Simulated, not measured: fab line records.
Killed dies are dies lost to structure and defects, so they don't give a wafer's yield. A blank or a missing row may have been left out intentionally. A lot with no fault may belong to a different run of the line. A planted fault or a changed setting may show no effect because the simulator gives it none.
Matching of chambers / flow n5_finfet / rie_diel-06 running N5_DUMMY_GATE_STRIP_41: 4 sister chambers
The step strips in O2. 4 wafers are shown with their chamber, then 10 later ones without.

== EACH WAFER AND ITS CHAMBER ==
wafer=L087.3; chamber=0; drypump_motor_current_A (A)=5.9
wafer=L087.5; chamber=2; drypump_motor_current_A (A)=6.1
wafer=L089.1; chamber=1; drypump_motor_current_A (A)=5.5
wafer=L089.3; chamber=3; drypump_motor_current_A (A)=5.7

== WAFERS WITHOUT THEIR CHAMBER ==
wafer=L089.4; drypump_motor_current_A (A)=5.9
wafer=L090.2; drypump_motor_current_A (A)=6.1
wafer=L090.3; drypump_motor_current_A (A)=5.5
wafer=L090.4; drypump_motor_current_A (A)=5.7
wafer=L094.1; drypump_motor_current_A (A)=5.9
wafer=L094.5; drypump_motor_current_A (A)=6.1
wafer=L094.6; drypump_motor_current_A (A)=5.6
wafer=L096.1; drypump_motor_current_A (A)=5.9
wafer=L096.3; drypump_motor_current_A (A)=5.7
wafer=L096.5; drypump_motor_current_A (A)=5.9

== WHICH CHAMBER EACH WENT THROUGH ==
wafer=L089.4; from the rows above=0; in truth=0
wafer=L090.2; from the rows above=2; in truth=2
wafer=L090.3; from the rows above=1; in truth=1
wafer=L090.4; from the rows above=3; in truth=3
wafer=L094.1; from the rows above=0; in truth=0
wafer=L094.5; from the rows above=2; in truth=2
wafer=L094.6; from the rows above=can't be placed: 1 or 3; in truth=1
wafer=L096.1; from the rows above=0; in truth=0
wafer=L096.3; from the rows above=3; in truth=3
wafer=L096.5; from the rows above=0; in truth=0
9 of 10 placed correctly. Can't be placed from these rows: 1 (the true chamber is among the candidates in 1). Placed wrongly: 0.
How it was worked out, from the rows above alone: a wafer's distance from a chamber is the root of the sum, over the readings, of the square of ((its reading less the chamber's mean) divided by the reading's scatter). If the next closest chamber is less than 2 further off than the closest, the wafer can't be placed; otherwise it belongs to the closest. For every chamber, the mean is computed from those of its wafers that are shown. The scatter: root of mean squared gap, hidden wafer to nearest shown wafer, with one shown wafer a chamber.
